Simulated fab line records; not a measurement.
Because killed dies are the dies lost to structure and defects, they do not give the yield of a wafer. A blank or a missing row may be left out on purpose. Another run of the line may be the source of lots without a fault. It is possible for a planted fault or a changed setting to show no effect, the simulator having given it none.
A lot that was struck, set against a sound lot / flow nand harc / 14 steps out of a route of 1302
Sound: these wafers, L365.1, L365.2, L365.5. Struck: wafers L378.1, L378.5. (L378.4 of the same lot was not struck and is left out.) The cause comes at the end.
At each step with rows: each side's tool, then ch and its chambers, then its first start. Under that, the readings that differ: sound wafers / struck wafers / difference of the means / sigmas: that difference in standard deviations of wafers without a fault.
alike: a reading whose means differ by less than 2 such deviations, as well as words and numbers matching on both sides. not compared: withheld readings; readings where some wafer has no value; bounds like >300 that might hide an equal value; numbers whose values overlap and for which the record gives no deviation.
The two part at a step that has a row with sigmas, a row that says differs or no value, or rows on one side only. When numbers do not overlap yet have no deviation, they are printed without sigmas and do not part them. Lack of a reading on every wafer of one side parts them only where that side has two or more wafers.

first, 1 step without rows for these wafers: NHARC_P_CONTACT_ETCH_35 (etches the open film in CF4, target depth 39 nm, time 65 s).
NHARC_P_CONTACT_ETCH_36: etches the open film in N2/H2, target depth 260 nm, time 406.25 s.
  sound: rie diel-03 ch 0,3; struck: rie diel-03 ch 0,1
  alike: bias w, chamber pressure mTorr, drypump motor current A, oes product au, rf vpp V, showerhead plenum p Torr, throttle valve pct
  not compared: rf hours counter h
NHARC_P_CONTACT_ETCH_18: etches the open film in C4F8/O2/Ar, target depth 481 nm, time 240.5 s.
  sound: rie diel-03 ch 0,2; struck: rie diel-03 ch 0,2
  alike: bias w, chamber pressure mTorr, oes product au, rf vpp V
  not compared: rf hours counter h
then, 1 step without rows for these wafers: NHARC_P_CONTACT_STRIP_37 (strips in C4F8/O2/Ar).
NHARC_P_CONTACT_ETCH_31: etches the open film in CH3F/O2, target depth 30 nm, time 85.7 s.
  sound: rie diel-03 ch 1,2; struck: rie diel-03 ch 1,3
  alike: bias w, chamber pressure mTorr, drypump motor current A, oes product au, rf vpp V, showerhead plenum p Torr, throttle valve pct
  not compared: rf hours counter h
NHARC_P_CONTACT_CD_MEAS_19:
  sound: cd sem-01 at day 6 03:25; struck: cd sem-03 at day 12 04:32
  alike: cd nm
NHARC_P_CONTACT_STRIP_28: strips in O2.
  sound on rie diel-03 ch 0,1,3, day 6 03:31; struck on rie diel-09 ch 0, day 12 04:37
reading=rf vpp V (V); sound=59.7 58.7 58.3; struck=55.8 57.7; difference=-2.1; sigmas=-2
reading=showerhead plenum p Torr (Torr); sound=3.60 3.66 3.75; struck=3.32 3.32; difference=-0.35; sigmas=-2
  alike: chamber pressure mTorr, drypump motor current A, oes product au, throttle valve pct
  not compared: rf hours counter h
then, 3 steps without rows for these wafers: NHARC_P_CONTACT_STRIP_29 (strips in post etch residue remover, time 1200 s); NHARC_P_CONTACT_DEGAS_38 (time 60 s); NHARC_P_CONTACT_PRE_CLEAN_39 (time 19.5 s).
NHARC_P_CONTACT_PVD_32: deposits Ti, target thk 5 nm, time 17.7 s.
  sound on pvd sputter-01; struck on pvd sputter-01
  alike: cathode dc power W, throttle valve pct
then, 1 step without rows for these wafers: NHARC_P_CONTACT_ALD_22 (deposits TiN, target thk 3 nm, pulse time 1 s, ald cycles 150).
NHARC_P_CONTACT_CVD_23: deposits W, target thk 200 nm, time 557 s.
  sound on cvd w-02 ch 0,1, day 6 04:35; struck on cvd w-01 ch 0, day 12 05:47
reading=heater power w (W); sound=461 478 471; struck=430 420; difference=-45; sigmas=-3
reading=throttle valve pct (%); sound=7.3 7.7 7.5; struck=8.3 8.4; difference=+0.9; sigmas=+2
  alike: mfc h2 sccm
NHARC_P_CONTACT_CMP_24: polishes, t overpolish 30 s, target thk 200 nm.
  sound on cmp-02 ch 0,2, day 6 05:15; struck on cmp-02 ch 0,2, day 12 06:20
reading=time to endpoint s (s); sound=40 43 39; struck=60 61; difference=+20; sigmas=+6
  alike: motor current A, overpolish run s, slurry flow ml min

## WHERE THEY PART
Earliest at NHARC_P_CONTACT_STRIP_28; latest, in this record, at NHARC_P_CONTACT_CMP_24.

WHY: what the simulator had put in
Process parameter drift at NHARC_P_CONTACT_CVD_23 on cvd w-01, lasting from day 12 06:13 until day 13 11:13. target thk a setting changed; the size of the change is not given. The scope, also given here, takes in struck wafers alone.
